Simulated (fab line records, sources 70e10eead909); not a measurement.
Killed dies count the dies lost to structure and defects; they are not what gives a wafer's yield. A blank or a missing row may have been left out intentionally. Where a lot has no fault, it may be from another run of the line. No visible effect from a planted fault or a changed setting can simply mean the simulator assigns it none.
Matching of chambers :: flow nandHarc :: NHARC_A_STAIRCASE_ETCH_253 on rieDiel-07 has 4 sister chambers
The step etches the open film in C4F8/O2, target depth 50 nm, time 20.2 s. 16 wafers are shown with their chamber, then 8 later ones without.

EACH WAFER AND ITS CHAMBER
wafer: L075.1
chamber: 3
rfVppV (V): 903
biasW (W): 1004
oesProductAu (a.u.): 0.948

wafer: L075.3
chamber: 0
rfVppV (V): 902
biasW (W): 1006
oesProductAu (a.u.): 0.969

wafer: L075.6
chamber: 2
rfVppV (V): 903
biasW (W): 1003
oesProductAu (a.u.): 0.944

wafer: L074.1
chamber: 3
rfVppV (V): 900
biasW (W): 1005
oesProductAu (a.u.): 0.919

wafer: L074.4
chamber: 0
rfVppV (V): 902
biasW (W): 1001
oesProductAu (a.u.): 0.944

wafer: L074.5
chamber: 0
rfVppV (V): 900
biasW (W): 1001
oesProductAu (a.u.): 0.936

wafer: L077.2
chamber: 3
rfVppV (V): 901
biasW (W): 1002
oesProductAu (a.u.): 0.942

wafer: L077.4
chamber: 1
rfVppV (V): 894
biasW (W): 1001
oesProductAu (a.u.): 0.969

wafer: L077.5
chamber: 1
rfVppV (V): 895
biasW (W): 995
oesProductAu (a.u.): 0.957

wafer: L081.1
chamber: 2
rfVppV (V): 906
biasW (W): 1005
oesProductAu (a.u.): 0.978

wafer: L081.4
chamber: 3
rfVppV (V): 901
biasW (W): 1000
oesProductAu (a.u.): 0.956

wafer: L081.6
chamber: 0
rfVppV (V): 902
biasW (W): 1004
oesProductAu (a.u.): 0.981

wafer: L090.1
chamber: 3
rfVppV (V): 902
biasW (W): 1008
oesProductAu (a.u.): 0.924

wafer: L090.3
chamber: 0
rfVppV (V): 900
biasW (W): 999
oesProductAu (a.u.): 0.946

wafer: L090.6
chamber: 3
rfVppV (V): 902
biasW (W): 997
oesProductAu (a.u.): 0.938

wafer: L094.1
chamber: 0
rfVppV (V): 899
biasW (W): 998
oesProductAu (a.u.): 0.928

SIGNATURES (means of the wafers above)
reading: rfVppV
chamber 0: 900.83
chamber 1: 894.50
chamber 2: 904.50
chamber 3: 901.50
scatter within a chamber: 1.27

reading: biasW
chamber 0: 1001.50
chamber 1: 998.00
chamber 2: 1004.00
chamber 3: 1002.67
scatter within a chamber: 3.43

reading: oesProductAu
chamber 0: 0.95067
chamber 1: 0.96300
chamber 2: 0.96100
chamber 3: 0.93783
scatter within a chamber: 0.0176
Rule: for a wafer and a chamber, the distance is found by dividing, reading by reading, the gap between the wafer's reading and the chamber's mean by the reading's scatter, squaring, summing and taking the root. If the next closest chamber is less than 2 further off than the closest, the wafer can't be placed; otherwise it belongs to the closest. The scatter: take each reading less its chamber's mean, square it, sum over the shown wafers, divide by the number of wafers less the number of chambers, and take the root.

WAFERS WITH NO CHAMBER GIVEN
wafer: L094.3
rfVppV (V): 895
biasW (W): 1003
oesProductAu (a.u.): 0.926

wafer: L094.5
rfVppV (V): 901
biasW (W): 1000
oesProductAu (a.u.): 0.930

wafer: L096.1
rfVppV (V): 894
biasW (W): 1000
oesProductAu (a.u.): 0.973

wafer: L096.5
rfVppV (V): 894
biasW (W): 1007
oesProductAu (a.u.): 0.975

wafer: L096.6
rfVppV (V): 901
biasW (W): 995
oesProductAu (a.u.): 0.965

wafer: L095.1
rfVppV (V): 901
biasW (W): 1000
oesProductAu (a.u.): 0.963

wafer: L095.2
rfVppV (V): 894
biasW (W): 1000
oesProductAu (a.u.): 0.976

wafer: L095.3
rfVppV (V): 904
biasW (W): 999
oesProductAu (a.u.): 0.973

CHAMBER TAKEN BY EACH
wafer: L094.3
from the rows above: 1
in truth: 1

wafer: L094.5
from the rows above: can't be placed: 3 or 0
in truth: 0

wafer: L096.1
from the rows above: 1
in truth: 1

wafer: L096.5
from the rows above: 1
in truth: 1

wafer: L096.6
from the rows above: can't be placed: 0 or 3 or 2
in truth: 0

wafer: L095.1
from the rows above: can't be placed: 0 or 3
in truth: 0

wafer: L095.2
from the rows above: 1
in truth: 1

wafer: L095.3
from the rows above: can't be placed: 2 or 0 or 3
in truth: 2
Placed correctly: 4 of 8. From these rows, 4 cannot be placed; in 4 the true chamber is one of the candidates. Placed wrongly: 0.
